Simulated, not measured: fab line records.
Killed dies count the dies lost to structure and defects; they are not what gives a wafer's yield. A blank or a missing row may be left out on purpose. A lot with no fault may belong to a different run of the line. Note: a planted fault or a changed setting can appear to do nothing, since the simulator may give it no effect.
Which tool did it?	flow nand harc	at 1 step of a route of 1302, 12 lots with 33 wafers sampled

## WHAT EACH GAUGE READ, for each wafer
NHARC_A_BLC_INSPECT_12. Usual: 88 for raw defect count, sd 39.
lot	measured	on	raw defect count	flag
L684	day 22 23:51	defect inspect-01	112 121 113	
L687	day 23 07:35	defect inspect-02	116 135 120	
L685	day 23 09:07	defect inspect-01	88 78 102	
L686	day 23 11:48	defect inspect-01	45 62 52	
L692	day 26 14:26	defect inspect-02	130 159	
L693	day 26 17:08	defect inspect-02	77 77	
L694	day 26 23:29	defect inspect-02	92 110	
L701	day 29 17:12	defect inspect-02	26 27 29	
L700	day 29 18:45	defect inspect-02	143 154 153	
L703	day 30 12:52	defect inspect-02	149 140 138	
L704	day 31 04:05	defect inspect-02	99 83 103	
L707	day 32 14:03	defect inspect-01	140 153 124	

## EACH LOT AND THE TOOL THAT RAN IT (in order: tool; ch and the chambers of the sampled wafers; start)
No process step before these readings appears in the record.

## WHAT THE TOOLS THEMSELVES READ (means of the sampled wafers that have a number; where no wafer has one, the mark that the record gives instead)
The record holds no such reading with a usual standard deviation.

## THE ANSWER, worked out from the rows above alone
Rule: a lot counts as off when the mean over its wafers that have a number is more than 3 standard deviations away from the usual mean. A lot without any number at a reading at which 4 lots or more have one is off too. The other lots that the step has rows for count as sound. The gauges are gone through in route order, then the tools' own readings, and for those a lot's mean is taken as printed above. At the first step where some lot is off, the reading lying furthest off is the one used; lots without a number count as furthest.
No lot is off at any reading shown: from this, nothing can be told.

## WHAT HAD BEEN PUT IN BY THE SIMULATOR
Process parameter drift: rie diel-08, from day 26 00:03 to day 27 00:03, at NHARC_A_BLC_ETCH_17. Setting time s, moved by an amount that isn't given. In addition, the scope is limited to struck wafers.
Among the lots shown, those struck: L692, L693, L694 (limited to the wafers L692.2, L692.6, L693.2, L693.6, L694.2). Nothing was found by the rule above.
